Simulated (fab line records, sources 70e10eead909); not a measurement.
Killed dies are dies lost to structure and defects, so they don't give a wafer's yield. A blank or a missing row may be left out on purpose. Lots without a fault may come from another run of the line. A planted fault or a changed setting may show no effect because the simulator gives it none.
Chamber matching | flow nand_harc | NHARC_A_CONTACT_ETCH_110 on rie_diel-02: 4 sister chambers
The step etches the open film in CF4/O2, target depth 60 nm, overetch 6 nm, time 33 s. 8 wafers are shown with their chamber, then 9 later ones without.

WAFERS WITH THEIR CHAMBER
wafer  | chamber | drypump_motor_current_A (A) | showerhead_plenum_p_Torr (Torr)
L687.3 | 1       | 5.8                         | 1.33
L691.6 | 2       | 5.2                         | 1.23
L695.3 | 2       | 5.2                         | 1.44
L695.4 | 3       | 6.5                         | 1.31
L695.5 | 0       | 4.9                         | 1.34
L700.1 | 0       | 4.8                         | 1.34
L700.2 | 3       | 6.5                         | 1.31
L700.3 | 1       | 5.7                         | 1.32

WAFERS WITHOUT THEIR CHAMBER
wafer  | drypump_motor_current_A (A) | showerhead_plenum_p_Torr (Torr)
L705.3 | 5.8                         | 1.32
L705.4 | 4.9                         | 1.34
L705.5 | 5.7                         | 1.32
L706.1 | 6.4                         | 1.31
L706.5 | 5.2                         | 1.44
L706.6 | 5.8                         | 1.32
L709.1 | 6.5                         | 1.31
L709.4 | 5.2                         | 1.44
L709.5 | 6.5                         | 1.30

WHICH CHAMBER EACH WENT THROUGH
wafer  | from the rows above | in truth
L705.3 | 1                   | 1
L705.4 | 0                   | 0
L705.5 | 1                   | 1
L706.1 | 3                   | 3
L706.5 | 2                   | 2
L706.6 | 1                   | 1
L709.1 | 3                   | 3
L709.4 | 2                   | 2
L709.5 | 3                   | 3
Placed correctly: 9 of 9. Can't be placed from these rows: 0. Placed wrongly: 0.
How it was worked out, from the rows above alone: a wafer's distance from a chamber is the root of the sum, over the readings, of the square of ((its reading less the chamber's mean) divided by the reading's scatter). The wafer belongs to the nearest chamber; if the next one is less than 2 further off, it can't be placed. A chamber's mean is the mean of its shown wafers. The scatter: the root of (the sum of the squares of (reading less its chamber's mean) over the shown wafers, divided by (wafers less chambers)).
